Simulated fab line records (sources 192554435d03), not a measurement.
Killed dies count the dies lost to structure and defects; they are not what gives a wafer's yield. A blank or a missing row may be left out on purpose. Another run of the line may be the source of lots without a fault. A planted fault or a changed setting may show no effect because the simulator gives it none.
Split-lot experiment || flow n5Finfet || 7 lots, 39 wafers read, on a route of 1938 steps

== SPLIT DETAILS ==
At N5_BEOL_M3_ILD_DEP_00 (deposits SiOC from DEMS/O2, target thk 79 nm, time 15.3 s), the setting targetThkA was moved away from the recipe's 790 angstrom on 12 of the 39 wafers read, by -55.2% to +48.9%. The other wafers ran this setting at the recipe's value.

There is no step in the file separating the split from the reading.

== THE READING ==
At N5_BEOL_M3_THK_MEAS_01: M3_ILD_THK, given in nm. On this fab line, fault-free wafers typically give 78.2 nm with a standard deviation of 1.3 nm.

{"wafer": "L074.1", "tool, chamber at the split": "pecvd-01, 2", "targetThkA as run, angstrom": 790, "against the recipe": "recipe", "M3_ILD_THK, nm": 78.3, "against lot-mates on the recipe": "-"}
{"wafer": "L074.2", "tool, chamber at the split": "pecvd-01, 0", "targetThkA as run, angstrom": 790, "against the recipe": "recipe", "M3_ILD_THK, nm": 77.0, "against lot-mates on the recipe": "-"}
{"wafer": "L074.3", "tool, chamber at the split": "pecvd-01, 1", "targetThkA as run, angstrom": 790, "against the recipe": "recipe", "M3_ILD_THK, nm": 77.6, "against lot-mates on the recipe": "-"}
{"wafer": "L074.4", "tool, chamber at the split": "pecvd-01, 1,2", "targetThkA as run, angstrom": 790, "against the recipe": "recipe", "M3_ILD_THK, nm": 78.7, "against lot-mates on the recipe": "-"}
{"wafer": "L074.5", "tool, chamber at the split": "pecvd-01, 1,2", "targetThkA as run, angstrom": 790, "against the recipe": "recipe", "M3_ILD_THK, nm": 78.5, "against lot-mates on the recipe": "-"}
{"wafer": "L074.6", "tool, chamber at the split": "pecvd-01, 0", "targetThkA as run, angstrom": 790, "against the recipe": "recipe", "M3_ILD_THK, nm": 79.3, "against lot-mates on the recipe": "-"}
{"wafer": "L078.1", "tool, chamber at the split": "pecvd-02, 0", "targetThkA as run, angstrom": 790, "against the recipe": "recipe", "M3_ILD_THK, nm": 76.6, "against lot-mates on the recipe": "-"}
{"wafer": "L078.2", "tool, chamber at the split": "pecvd-02, 2", "targetThkA as run, angstrom": 790, "against the recipe": "recipe", "M3_ILD_THK, nm": 79.8, "against lot-mates on the recipe": "-"}
{"wafer": "L078.3", "tool, chamber at the split": "pecvd-02, 1", "targetThkA as run, angstrom": 353.6, "against the recipe": "-55.2%", "M3_ILD_THK, nm": 35.2, "against lot-mates on the recipe": -43.0}
{"wafer": "L078.4", "tool, chamber at the split": "pecvd-02, 0", "targetThkA as run, angstrom": 790, "against the recipe": "recipe", "M3_ILD_THK, nm": 78.3, "against lot-mates on the recipe": "-"}
{"wafer": "L078.5", "tool, chamber at the split": "pecvd-02, 1", "targetThkA as run, angstrom": 353.6, "against the recipe": "-55.2%", "M3_ILD_THK, nm": 35.5, "against lot-mates on the recipe": -42.7}
{"wafer": "L078.6", "tool, chamber at the split": "pecvd-02, 2", "targetThkA as run, angstrom": 353.6, "against the recipe": "-55.2%", "M3_ILD_THK, nm": 36.2, "against lot-mates on the recipe": -42.0}
{"wafer": "L081.1", "tool, chamber at the split": "pecvd-02, 2", "targetThkA as run, angstrom": 790, "against the recipe": "recipe", "M3_ILD_THK, nm": 78.3, "against lot-mates on the recipe": "-"}
{"wafer": "L081.2", "tool, chamber at the split": "pecvd-02, 0", "targetThkA as run, angstrom": 790, "against the recipe": "recipe", "M3_ILD_THK, nm": 77.9, "against lot-mates on the recipe": "-"}
{"wafer": "L081.3", "tool, chamber at the split": "pecvd-02, 1", "targetThkA as run, angstrom": 790, "against the recipe": "recipe", "M3_ILD_THK, nm": 76.9, "against lot-mates on the recipe": "-"}
{"wafer": "L081.4", "tool, chamber at the split": "pecvd-02, 1", "targetThkA as run, angstrom": 790, "against the recipe": "recipe", "M3_ILD_THK, nm": 78.5, "against lot-mates on the recipe": "-"}
{"wafer": "L081.5", "tool, chamber at the split": "pecvd-02, 2", "targetThkA as run, angstrom": 790, "against the recipe": "recipe", "M3_ILD_THK, nm": 80.5, "against lot-mates on the recipe": "-"}
{"wafer": "L081.6", "tool, chamber at the split": "pecvd-02, 0", "targetThkA as run, angstrom": 790, "against the recipe": "recipe", "M3_ILD_THK, nm": 78.7, "against lot-mates on the recipe": "-"}
{"wafer": "L085.1", "tool, chamber at the split": "pecvd-02, 1", "targetThkA as run, angstrom": 790, "against the recipe": "recipe", "M3_ILD_THK, nm": 77.6, "against lot-mates on the recipe": "-"}
{"wafer": "L085.2", "tool, chamber at the split": "pecvd-02, 2", "targetThkA as run, angstrom": 657, "against the recipe": "-16.8%", "M3_ILD_THK, nm": 65.2, "against lot-mates on the recipe": -13.0}
{"wafer": "L085.3", "tool, chamber at the split": "pecvd-02, 0", "targetThkA as run, angstrom": 657, "against the recipe": "-16.8%", "M3_ILD_THK, nm": 62.8, "against lot-mates on the recipe": -15.4}
{"wafer": "L085.4", "tool, chamber at the split": "pecvd-02, 2", "targetThkA as run, angstrom": 790, "against the recipe": "recipe", "M3_ILD_THK, nm": 79.9, "against lot-mates on the recipe": "-"}
{"wafer": "L085.5", "tool, chamber at the split": "pecvd-02, 0", "targetThkA as run, angstrom": 790, "against the recipe": "recipe", "M3_ILD_THK, nm": 77.0, "against lot-mates on the recipe": "-"}
{"wafer": "L085.6", "tool, chamber at the split": "pecvd-02, 1", "targetThkA as run, angstrom": 657, "against the recipe": "-16.8%", "M3_ILD_THK, nm": 66.0, "against lot-mates on the recipe": -12.2}
{"wafer": "L088.1", "tool, chamber at the split": "pecvd-02, 1", "targetThkA as run, angstrom": 1176, "against the recipe": "+48.9%", "M3_ILD_THK, nm": 115.9, "against lot-mates on the recipe": "+37.5"}
{"wafer": "L088.2", "tool, chamber at the split": "pecvd-02, 0", "targetThkA as run, angstrom": 790, "against the recipe": "recipe", "M3_ILD_THK, nm": 78.5, "against lot-mates on the recipe": "-"}
{"wafer": "L088.3", "tool, chamber at the split": "pecvd-02, 2", "targetThkA as run, angstrom": 1176, "against the recipe": "+48.9%", "M3_ILD_THK, nm": 117.5, "against lot-mates on the recipe": "+39.1"}
{"wafer": "L088.4", "tool, chamber at the split": "pecvd-02, 0", "targetThkA as run, angstrom": 790, "against the recipe": "recipe", "M3_ILD_THK, nm": 78.2, "against lot-mates on the recipe": "-"}
{"wafer": "L088.5", "tool, chamber at the split": "pecvd-02, 1", "targetThkA as run, angstrom": 790, "against the recipe": "recipe", "M3_ILD_THK, nm": 78.6, "against lot-mates on the recipe": "-"}
{"wafer": "L088.6", "tool, chamber at the split": "pecvd-02, 2", "targetThkA as run, angstrom": 1176, "against the recipe": "+48.9%", "M3_ILD_THK, nm": 118.5, "against lot-mates on the recipe": "+40.1"}
{"wafer": "L090.1", "tool, chamber at the split": "pecvd-03, 2", "targetThkA as run, angstrom": 790, "against the recipe": "recipe", "M3_ILD_THK, nm": 75.6, "against lot-mates on the recipe": "-"}
{"wafer": "L090.2", "tool, chamber at the split": "pecvd-03, 1", "targetThkA as run, angstrom": 790, "against the recipe": "recipe", "M3_ILD_THK, nm": 79.2, "against lot-mates on the recipe": "-"}
{"wafer": "L090.6", "tool, chamber at the split": "pecvd-03, 2", "targetThkA as run, angstrom": 790, "against the recipe": "recipe", "M3_ILD_THK, nm": 76.6, "against lot-mates on the recipe": "-"}
{"wafer": "L097.1", "tool, chamber at the split": "pecvd-02, 2", "targetThkA as run, angstrom": 1045, "against the recipe": "+32.3%", "M3_ILD_THK, nm": 104.0, "against lot-mates on the recipe": "+25.7"}
{"wafer": "L097.2", "tool, chamber at the split": "pecvd-02, 0,1", "targetThkA as run, angstrom": 790, "against the recipe": "recipe", "M3_ILD_THK, nm": 77.5, "against lot-mates on the recipe": "-"}
{"wafer": "L097.3", "tool, chamber at the split": "pecvd-02, 0,1", "targetThkA as run, angstrom": 790, "against the recipe": "recipe", "M3_ILD_THK, nm": 77.6, "against lot-mates on the recipe": "-"}
{"wafer": "L097.4", "tool, chamber at the split": "pecvd-02, 0", "targetThkA as run, angstrom": 790, "against the recipe": "recipe", "M3_ILD_THK, nm": 79.8, "against lot-mates on the recipe": "-"}
{"wafer": "L097.5", "tool, chamber at the split": "pecvd-02, 2", "targetThkA as run, angstrom": 1045, "against the recipe": "+32.3%", "M3_ILD_THK, nm": 105.6, "against lot-mates on the recipe": "+27.3"}
{"wafer": "L097.6", "tool, chamber at the split": "pecvd-02, 1", "targetThkA as run, angstrom": 1045, "against the recipe": "+32.3%", "M3_ILD_THK, nm": 104.9, "against lot-mates on the recipe": "+26.6"}
If several chambers appear in one row, that row covers several wafers at once and the file leaves open which wafer was in which chamber.

FIT RESULTS
A straight line over all 39 wafers: M3_ILD_THK changes by +0.791 nm for each +1% of targetThkA; r = +1.00; the points scatter about the line by 1.2 nm.
The same after taking each lot's own level away (the mean of its wafers on the recipe; 39 wafers): +0.789 nm for each +1%; r = +1.00; scatter 1.1 nm.
That fit puts the effect of the largest move of targetThkA on the reading at 44 nm.
Measured against the standard deviation above, the lots' own levels, which go from 77.13 to 78.47 nm, span 1.0 times it.
The two slopes agree, so the slope changes little with the lot-to-lot level.
Check: with one of the wafers moved furthest among these (-55.2%) left out of the fit, the line predicts -43.5 nm for it against its lot-mates. It came out at -43 nm against them.

== ADDITIONAL SPLITS CARRIED BY THESE WAFERS ==
Note: prior to the reading, these wafers also went through further splits. Each is held against what the fit with the lots' levels taken away leaves over:
{"other split on the same wafers": "N5_HKMG_FIN_HK_ALD_01 aldCycles", "wafers away from the commonest value": 15, "r with M3_ILD_THK (lot level and that fit taken away)": "+0.03"}
{"other split on the same wafers": "N5_GATE_CUT_HM_DEP_46 timeS", "wafers away from the commonest value": 9, "r with M3_ILD_THK (lot level and that fit taken away)": "+0.16"}
{"other split on the same wafers": "N5_BEOL_M0_SAQP_SPACER1_ALD_98 aldCycles", "wafers away from the commonest value": 6, "r with M3_ILD_THK (lot level and that fit taken away)": -0.07}

== THE WHOLE CHAIN: every reading that the file lists as answering this split, in the file's order ==
{"step": "N5_BEOL_M3_ILD_DEP_00", "what it does": "deposits SiOC from DEMS/O2, target thk 79 nm, time 15.3 s", "reading": "SiOC_of_BEOL_M3_ILD_DEP_00.thkNm (the simulator's own value, which no gauge read)", "change (the file's fit)": "+0.79 nm for each +1% of the setting", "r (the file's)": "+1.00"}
{"step": "N5_BEOL_M3_THK_MEAS_01", "what it does": "", "reading": "M3_ILD_THK", "change (the file's fit)": "+0.789 for each +1% of the setting", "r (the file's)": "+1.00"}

== FILE'S OWN FIT ==
M3_ILD_THK changes by +0.789 nm for each +1% of targetThkA, r = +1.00.
